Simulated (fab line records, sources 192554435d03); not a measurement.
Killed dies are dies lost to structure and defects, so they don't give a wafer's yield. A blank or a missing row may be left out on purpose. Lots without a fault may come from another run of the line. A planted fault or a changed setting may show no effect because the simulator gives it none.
fab line records | flow n5_finfet
record lots=9 wafers=27 last_day=18
route steps=1938 shown SD_EPI_P@304 ILD0@344 SDB@357 BEOL_M4@1111 PASSIVATION@1936
lots that met no fault: from a run of the same line without faults
start_h: hours from the record's first day to the start of the lot's first wafer shown | wait_h: hours since the lot's step before | " the same as in the row above | L1.1+2: a row that stands for several wafers | - no value, or no start given | * or withheld: withheld | < > ~ a bound
route shown NAME@n: a module of which the file shows steps, and the number in the route of the first | usual: mean/standard deviation of fault-free wafers | same: alike in all rows | chamber/n: place in a boat | sites: the reading at each site | _std_site: their standard deviation | _edge_site: outer sites' mean less inner sites' | radius_mm: how far each site lies from the wafer's centre | mask NAME#n: copy n | behind: the tool/chamber that last shaped the wafer | hold: why the lot was held/for how many hours/how that ended | device: the transistor (n, p or np) that didn't switch | end of line: the same wafers' tests at the end of the route | a step without rows: its recipe alone | killed: dies lost to structure and defects at the first sort, not the wafer's yield | map: a wafer's dies, x killed, . not, _ none there
set.NAME: the setting as run; set.NAME@STEP: as run at that earlier step | model.NAME: the simulator's own value behind a step, which no gauge read
steps of the route over a sample of lots; a table a step, a row a wafer
services: from which hour (start_h, from the record's first day; less than 0 if before it) a tool's chamber was out of use, for how many hours, and why
## steps
# step N5_SD_EPI_P_OVL_MEAS_10
# recipe points_per_wafer=44
# usual SD_P_BLK_OVL=-0.1/0.8
# same points_per_wafer=44
# columns lot.wafer tool chamber start_h wait_h SD_P_BLK_OVL[nm]
L496.1 overlay-02 0 60.47 0.0 -1.3
L496.3 " 0 " " -1.4
L496.5 " 0 " " -1.3
L499.3 overlay-02 0 77.46 0.0 -0.6
L499.5 " 0 " " 0.5
L499.6 " 0 " " 0.0
L503.4 overlay-01 0 101.18 0.0 -1.0
L503.5 " 0 " " 0.5
L503.6 " 0 " " 0.4
L506.2 overlay-02 0 120.59 0.0 -0.9
L506.3 " 0 " " -0.4
L506.4 " 0 " " -1.3
L507.1 overlay-02 0 126.81 0.0 -1.4
L507.2 " 0 " " -1.1
L507.3 " 0 " " -1.9
L510.3 overlay-02 0 145.42 0.0 -1.4
L510.4 " 0 " " 0.1
L510.6 " 0 " " -0.8
L513.1 overlay-02 0 163.25 0.0 0.0
L513.2 " 0 " " 0.6
L513.5 " 0 " " -0.5
L514.2 overlay-01 0 167.12 0.0 0.2
L514.4 " 0 " " -0.5
L514.5 " 0 " " -0.3
L517.2 overlay-02 0 186.57 0.0 -0.8
L517.4 " 0 " " -0.5
L517.6 " 0 " " -1.0
# step N5_SD_EPI_P_DESCUM_14
# recipe chemistry=O2 time_s=7.9 source_power_w=50 bias_power_w=20 pressure_mtorr=20 rf_frequency_hz=2.712e+07 temp_c=40 resist=CAR-ArF-block o2_flow_sccm=225
# usual bias_power_w=20.00/0.051 drypump_motor_current_A=5.80/0.29 oes_product_au=0.82/0.097 rf_fwd_power_W=49.35/0.22 rf_vpp_V=243.7/1.3 showerhead_plenum_p_Torr=2.13/0.076 throttle_valve_pct=20.31/0.25
# columns lot.wafer tool chamber start_h wait_h bias_power_w drypump_motor_current_A oes_product_au rf_fwd_power_W rf_hours_counter_h rf_vpp_V showerhead_plenum_p_Torr throttle_valve_pct
L496.1 rie_diel-03 3 60.53 0.0 19.96 5.45 0.82 49.26 84 241.7 2.03 20.45
L496.3 " 1 " " 20.02 6.33 0.76 49.76 127 245.3 2.20 20.09
L496.5 " 1 " " 20.06 6.27 0.76 49.56 - 244.7 2.20 20.09
L499.3 rie_diel-03 2 77.52 0.0 19.98 5.70 0.95 49.38 19 244.4 2.23 19.99
L499.5 " 2 " " 20.01 5.72 0.96 49.37 - 245.7 2.23 19.99
L499.6 " 3 " " 20.02 5.46 0.83 49.17 - 241.9 2.03 20.47
L503.4 rie_diel-03 1 101.23 0.0 20.10 6.34 0.75 49.45 139 245.2 2.20 20.11
L503.5 " 1 " " 20.01 6.33 0.75 49.31 - 245.7 2.20 20.09
L503.6 " 2 " " 19.99 5.70 0.94 49.68 - 246.2 2.23 20.01
L506.2 rie_diel-05 3 120.64 0.0 19.94 5.64 0.95 48.94 4 244.6 2.13 20.25
L506.3 " 2 " " 20.06 6.04 0.73 49.36 179 242.3 1.98 20.53
L506.4 " 1 " " 20.01 5.92 0.72 49.40 188 244.4 2.18 20.84
L507.1 rie_diel-03 0 126.90 0.1 19.95 5.59 0.95 48.85 18 243.6 2.16 20.32
L507.2 " 3 " " 20.02 5.46 0.80 49.24 103 241.6 2.02 20.48
L507.3 " 1 " " 20.00 6.32 0.73 49.62 147 245.2 2.19 20.11
L510.3 rie_diel-06 0 145.48 0.0 20.02 6.08 0.72 49.51 199 243.2 2.06 20.38
L510.4 " 3 " " 19.97 5.85 0.89 49.48 42 241.9 2.03 19.95
L510.6 " 1 " " 19.96 5.40 0.77 49.27 - 244.1 2.19 20.54
L513.1 rie_diel-06 1 163.31 0.0 19.98 5.41 0.77 49.45 149 244.2 2.19 20.53
L513.2 " 2 " " 20.04 5.83 0.76 49.22 161 243.4 2.10 20.63
L513.5 " 2 " " 19.99 5.86 0.75 49.45 - 243.5 2.10 20.62
L514.2 rie_diel-03 2 167.18 0.0 20.00 5.73 0.90 49.53 43 245.5 2.22 20.03
L514.4 " 0 " " 19.87 5.61 0.92 48.97 30 243.5 2.16 20.33
L514.5 " 0 " " 20.06 5.62 0.91 48.99 - 244.3 2.16 20.33
L517.2 rie_diel-03 0 186.63 0.0 20.04 5.60 0.91 49.24 37 245.2 2.15 20.34
L517.4 " 1 " " 20.09 6.36 0.72 49.83 - 243.6 2.19 20.15
L517.6 " 0 " " 20.02 5.61 0.90 49.26 - 244.6 2.15 20.34
# step N5_ILD0_CMP_12
# recipe stop_on=poly-Si material=SiNx t_overpolish_s=6 post_cmp_clean=alkaline_brush down_force_psi=2.5 platen_rpm=51.8 pad_velocity_m_s=1.0307 target_thk_nm=17.67
# usual motor_current_A=9.4/0.9 overpolish_run_s=6.001/0.0089 platen_rpm=51.80/0.034 slurry_flow_ml_min=150.0/0.48 time_to_endpoint_s=28.2/2.6
# same t_overpolish_s=6
# columns lot.wafer tool chamber start_h wait_h motor_current_A overpolish_run_s platen_rpm slurry_flow_ml_min time_to_endpoint_s
L496.1 cmp-02 1 71.11 1.1 9.2 6.009 51.80 150.7 27.7
L496.3 " 3 " " 9.3 5.976 51.79 150.1 27.2
L496.5 " 2 " " 10.0 5.985 51.80 149.7 24.2
L499.3 cmp-03 2 88.60 1.2 7.2 6.006 51.82 149.7 31.8
L499.5 " 1 " " 9.9 6.003 51.75 150.2 29.3
L499.6 " 2 " " 8.2 6.001 51.84 149.3 31.2
L503.4 cmp-02 2 112.66 1.1 9.8 5.994 51.71 150.2 27.1
L503.6 " 2 " " 9.7 6.013 51.80 150.0 27.6
L503.5 " 3 " " 9.7 6.017 51.83 149.9 29.1
L506.4 cmp-02 1 131.27 0.0 9.0 5.995 51.79 149.9 28.1
L506.2 " 3 " " 9.5 6.002 51.80 150.0 30.1
L506.3 " 0 " " 10.6 6.002 51.84 150.6 27.6
L507.3 cmp-02 2 137.48 1.2 9.7 5.999 51.78 150.4 26.9
L507.2 " 3 " " 9.4 6.007 51.87 149.5 30.5
L507.1 " 0 " " 10.6 6.005 51.81 150.4 30.6
L510.3 cmp-02 3 156.29 1.2 9.5 6.002 51.82 149.4 26.9
L510.4 " 0 " " 10.6 6.002 51.83 149.9 26.2
L510.6 " 2 " " 9.7 5.990 51.74 149.9 24.5
L514.2 cmp-03 1 178.02 1.2 10.8 6.007 51.84 149.3 33.4
L514.4 " 2 " " 7.5 6.006 51.79 149.9 32.2
L514.5 " 3 " " 9.9 5.986 51.79 150.8 30.2
L513.2 cmp-01 1 179.48 1.1 9.9 6.004 51.82 150.3 26.0
L513.1 " 2 " " 8.1 5.993 51.73 150.1 28.2
L513.5 " 2 " " 8.5 6.007 51.80 150.1 27.8
L517.4 cmp-03 2 198.54 1.2 7.5 6.014 51.78 150.1 29.4
L517.2 " 3 " " 8.8 6.011 51.85 149.8 24.5
L517.6 " 1 " " 11.2 5.998 51.80 149.4 28.9
# step N5_ILD0_INSPECT_06
# recipe inspect_instrument=darkfield mode=post_cmp
# usual raw_defect_count=40/19
# columns lot.wafer tool chamber start_h wait_h raw_defect_count
L496.1 defect_inspect-01 - 71.43 0.0 30
L496.3 " - " " 40
L496.5 " - " " 41
L499.3 defect_inspect-02 - 88.88 0.0 40
L499.5 " - " " 24
L499.6 " - " " 17
L503.4 defect_inspect-01 - 112.98 0.0 35
L503.5 " - " " 28
L503.6 " - " " 53
L506.2 defect_inspect-01 - 131.59 0.0 43
L506.3 " - " " 20
L506.4 " - " " 24
L507.1 defect_inspect-01 - 137.76 0.0 399
L507.2 " - " " 441
L507.3 " - " " 411
L510.3 defect_inspect-02 - 156.53 0.0 369
L510.4 " - " " 447
L510.6 " - " " 392
L514.2 defect_inspect-01 - 178.27 0.0 41
L514.4 " - " " 38
L514.5 " - " " 40
L513.1 defect_inspect-01 - 179.80 0.0 41
L513.2 " - " " 86
L513.5 " - " " 39
L517.2 defect_inspect-02 - 198.83 0.0 44
L517.4 " - " " 51
L517.6 " - " " 46
# step N5_SDB_OVL_MEAS_12
# recipe points_per_wafer=44
# usual SDB_OVL=-0.2/0.75
# same points_per_wafer=44
# columns lot.wafer tool chamber start_h wait_h SDB_OVL[nm]
L496.1 overlay-01 0 71.95 0.0 1.3
L496.3 " 0 " " 0.5
L496.5 " 0 " " 0.3
L499.3 overlay-02 0 89.40 0.0 -1.2
L499.5 " 0 " " -0.6
L499.6 " 0 " " 0.0
L503.4 overlay-02 0 113.37 0.0 -1.2
L503.5 " 0 " " -0.4
L503.6 " 0 " " -0.9
L506.2 overlay-02 0 131.98 0.0 -0.5
L506.3 " 0 " " 0.0
L506.4 " 0 " " -1.5
L507.1 overlay-01 0 138.28 0.0 0.3
L507.2 " 0 " " 0.5
L507.3 " 0 " " -0.7
L510.3 overlay-01 0 157.05 0.0 -0.3
L510.4 " 0 " " -1.1
L510.6 " 0 " " -0.6
L514.2 overlay-02 0 178.79 0.0 -0.9
L514.4 " 0 " " 0.1
L514.5 " 0 " " -0.3
L513.1 overlay-01 0 180.31 0.0 -1.1
L513.2 " 0 " " 0.7
L513.5 " 0 " " 0.0
L517.2 overlay-02 0 199.34 0.0 0.0
L517.4 " 0 " " -0.1
L517.6 " 0 " " -0.1
# step N5_BEOL_M4_RC_MEAS_101
# usual DIBL_N=36.0/2 DIBL_P=36.2/2.2 IOFF_N=0.16/0.034 IOFF_P=0.21/0.04 ION_N=675/12 ION_P=463/7.2 SS_N=71.6/0.6 SS_P=73.3/0.67 VT_N=250/3 VT_P=-251/3.4
# columns lot.wafer tool chamber start_h wait_h DIBL_N[mV/V] DIBL_P[mV/V] IOFF_N[nA/um] IOFF_P[nA/um] ION_N[uA/um] ION_P[uA/um] SS_N[mV/dec] SS_P[mV/dec] VT_N[mV] VT_P[mV]
L496.1 prober-01 0 178.60 0.0 38.6 39.1 0.22 0.26 692 468 71.6 73.7 248 -250
L496.3 " 0 " " 37.0 37.7 0.19 0.24 684 467 71.2 73.8 246 -248
L496.5 " 0 " " 36.2 36.8 0.18 0.22 683 464 71.8 73.9 245 -250
L499.3 prober-02 0 198.35 0.3 35.2 35.2 0.14 0.18 681 460 71.1 73.5 251 -251
L499.5 " 0 " " 36.7 36.1 0.16 0.18 673 455 71.7 72.3 251 -254
L499.6 " 0 " " 34.6 35.2 0.13 0.17 665 461 70.6 72.1 250 -252
L503.4 prober-01 0 221.73 0.5 36.0 34.2 0.13 0.16 669 453 71.8 73.8 254 -255
L503.5 " 0 " " 38.7 37.7 0.18 0.20 673 453 72.5 73.7 253 -253
L503.6 " 0 " " 37.0 36.6 0.14 0.19 679 460 72.0 73.5 252 -254
L506.2 prober-01 0 242.75 0.2 40.9 40.8 0.20 0.26 700 469 71.1 75.2 247 -249
L506.3 " 0 " " 40.6 40.0 0.20 0.25 687 466 71.7 74.1 247 -249
L506.4 " 0 " " 39.4 38.3 0.18 0.22 697 470 71.0 74.0 249 -250
L507.1 prober-01 0 245.20 0.0 37.9 39.9 0.20 0.28 682 468 72.1 74.6 244 -246
L507.2 " 0 " " 37.9 39.9 0.20 0.29 694 481 72.4 73.7 245 -246
L507.3 " 0 " " 35.4 36.6 0.16 0.24 678 470 71.5 73.3 248 -248
L510.3 prober-01 0 268.27 0.3 35.6 35.2 0.16 0.23 679 463 71.4 73.3 251 -246
L510.4 " 0 " " 39.0 39.3 0.24 0.31 697 477 72.2 74.0 246 -245
L510.6 " 0 " " 35.0 34.8 0.16 0.22 673 461 71.5 73.1 249 -247
L514.2 prober-02 0 275.28 0.2 35.3 36.7 0.16 0.24 681 470 71.8 73.5 248 -247
L514.4 " 0 " " 39.6 39.8 0.24 0.31 696 475 73.1 74.0 248 -246
L514.5 " 0 " " 34.0 33.5 0.14 0.20 660 460 71.3 72.9 251 -250
L517.2 prober-01 0 311.77 0.2 39.8 39.3 0.24 0.29 696 470 72.4 74.2 243 -246
L517.4 " 0 " " 35.9 36.6 0.17 0.23 690 464 71.0 72.5 247 -247
L517.6 " 0 " " 35.3 35.1 0.15 0.21 669 467 71.4 72.7 251 -252
L513.1 prober-01 0 312.55 0.7 33.4 32.6 0.12 0.18 668 465 70.8 72.4 254 -252
L513.2 " 0 " " 39.1 40.0 0.22 0.32 695 480 72.0 74.7 245 -243
L513.5 " 0 " " 38.7 39.9 0.21 0.30 685 468 72.5 74.8 247 -247
# step N5_PASSIVATION_PROBE_49
# usual defect_limited_yield=91.5/1.5 killed_at_M0_to_M3=33/10 killed_at_M4_up=15/6.4 killed_at_contacts=12/5.4 killed_at_front_end=38/9.8 killed_at_other=4/3.1 killed_dies=101/18 killed_on_rim=13/3.9 killed_open=67/14 killed_short=33/7.9 sort_bin_5_function=5.0/1 sort_bin_6_memory=3.2/0.67 sort_n_pass=1079/18 sort_yield_pct=91.5/1.5
# same gross_dies=1180 killed_at_back_side=0 sort_bin_4_leakage[%]=0 sort_bin_8_speed[%]=0
# columns lot.wafer tool chamber start_h wait_h defect_limited_yield[%] killed_at_M0_to_M3 killed_at_M4_up killed_at_contacts killed_at_front_end killed_at_other killed_dies killed_on_rim killed_open killed_short sort_bin_5_function[%] sort_bin_6_memory[%] sort_n_pass sort_yield_pct[%]
L507.1 prober-01 - 390.30 0.0 65.2 25 15 11 355 5 411 58 50 48 20.9 11.8 769 65.2
L507.2 prober-01 - 390.35 0.1 66.6 36 11 9 333 5 394 55 63 30 20.8 10.3 786 66.6
L507.3 prober-01 - 390.40 0.1 68.8 16 17 6 326 3 368 49 43 19 18.4 10.9 812 68.8
L510.3 prober-01 - 397.53 0.1 70.4 20 13 2 313 1 349 37 41 24 18.3 10.2 831 70.4
L510.4 prober-01 - 397.58 0.2 67.0 21 13 4 349 2 389 61 46 23 19.3 11.2 791 67.0
L510.6 prober-01 - 397.68 0.3 70.1 17 9 11 312 4 353 48 42 22 16.9 11.5 827 70.1
# killed by level:class
L507.1 ILD0:unspecified=313 FIN_SAQP:geometric_particle:short=14 BEOL_M0_SAQP:geometric_particle:short=11 MOL_CONTACT_COAG:geometric_particle:open=9 FIN_SAQP:geometric_particle:open=8 BEOL_M4:geometric_particle:short=8 BEOL_M0_SAQP:geometric_particle:open=7 STI_FIN_REVEAL:geometric_particle:open=6
L507.2 ILD0:unspecified=301 FIN_SAQP:geometric_particle:open=11 MOL_CONTACT_COAG:geometric_particle:open=6 STI_FIN_REVEAL:geometric_particle:open=5 BEOL_M0_SAQP:geometric_particle:open=5 BEOL_M0:geometric_particle:open=5 BEOL_M1:geometric_particle:open=5 BEOL_M3:geometric_particle:open=5
L507.3 ILD0:unspecified=306 BEOL_M4:geometric_particle:open=10 BEOL_M0_SAQP:geometric_particle:open=7 MOL_CONTACT_COAG:geometric_particle:open=5 FIN_SAQP:geometric_particle:short=4 STI_FIN_REVEAL:geometric_particle:open=4 GATE_CUT:geometric_particle:short=4 BEOL_M0_SAQP:geometric_particle:short=4
L510.3 ILD0:unspecified=284 STI_FIN_REVEAL:geometric_particle:open=7 BEOL_M0_SAQP:geometric_particle:short=7 FIN_SAQP:geometric_particle:short=6 BEOL_M4:geometric_particle:open=6 STARTING-WAFER:geometric_particle:open=4 FIN_SAQP:geometric_particle:open=3 BEOL_M3:geometric_particle:short=3
L510.4 ILD0:unspecified=319 FIN_SAQP:geometric_particle:short=7 STI_FIN_REVEAL:geometric_particle:open=7 FIN_SAQP:geometric_particle:open=5 BEOL_M4:geometric_particle:open=5 MOL_CONTACT_COAG:geometric_particle:open=4 BEOL_M0_SAQP:geometric_particle:open=4 BEOL_M2:geometric_particle:open=4
L510.6 ILD0:unspecified=289 MOL_CONTACT_COAG:geometric_particle:open=9 BEOL_M0_SAQP:geometric_particle:open=7 BEOL_M4:geometric_particle:open=5 FIN_SAQP:geometric_particle:open=4 GATE_CUT:geometric_particle:short=3 GATE_CUT:geometric_particle:open=3 FIN_SAQP:geometric_particle:short=2
## services
# columns tool chamber start_h hours kind
cmp-01 - 40.00 4.0 pm
cmp-01 - 44.00 - consumable_replace:conditioner
cmp-01 - 44.00 - consumable_replace:pad
rie_diel-05 - 46.87 0.3 repair
rie_diel-03 0 48.10 - clean
rie_diel-03 0 48.10 - consumable_replace:focus_ring
rie_diel-03 0 48.10 18.4 scheduled_down
rie_diel-03 0 48.10 18.4 vent_cycle
rie_diel-05 2 72.79 5.3 repair
cmp-02 - 84.64 9.4 pm
rie_diel-05 3 85.04 - clean
rie_diel-06 0 85.75 15.1 repair
rie_diel-06 2 92.67 2.6 repair
cmp-02 - 105.81 4.1 pm
cmp-02 - 117.55 6.2 pm
cmp-03 - 120.08 4.0 pm
rie_diel-03 2 120.54 4.1 repair
cmp-03 - 124.08 - consumable_replace:conditioner
cmp-03 - 124.08 - consumable_replace:pad
cmp-03 - 141.99 5.0 pm
rie_diel-03 - 157.42 0.6 repair
rie_diel-03 3 181.91 13.3 repair
cmp-01 - 192.95 5.0 pm
cmp-02 - 197.13 4.0 pm
## key
first_sign step=N5_ILD0_INSPECT_06 reading=raw_defect_count direction=up sigmas=20 usual=40 struck=410
effect step=N5_PASSIVATION_PROBE_49 reading=killed_at_front_end direction=up sigmas=30 usual=38 struck=331
more_kills_born_at N5_ILD0_CMP_12@cmp-02=1812
met_at N5_ILD0_CMP_12
struck_lots L507,L510
not_acting_at N5_SD_EPI_P_OVL_MEAS_10,N5_SD_EPI_P_DESCUM_14,N5_SDB_OVL_MEAS_12
onset_between 131.27 137.48
fault kind=chamber_particle_source tool=cmp-02 chamber=- onset_h=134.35 steps=N5_ILD0_CMP_12 rate_per_visit_cm2=0.58845 end_h=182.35
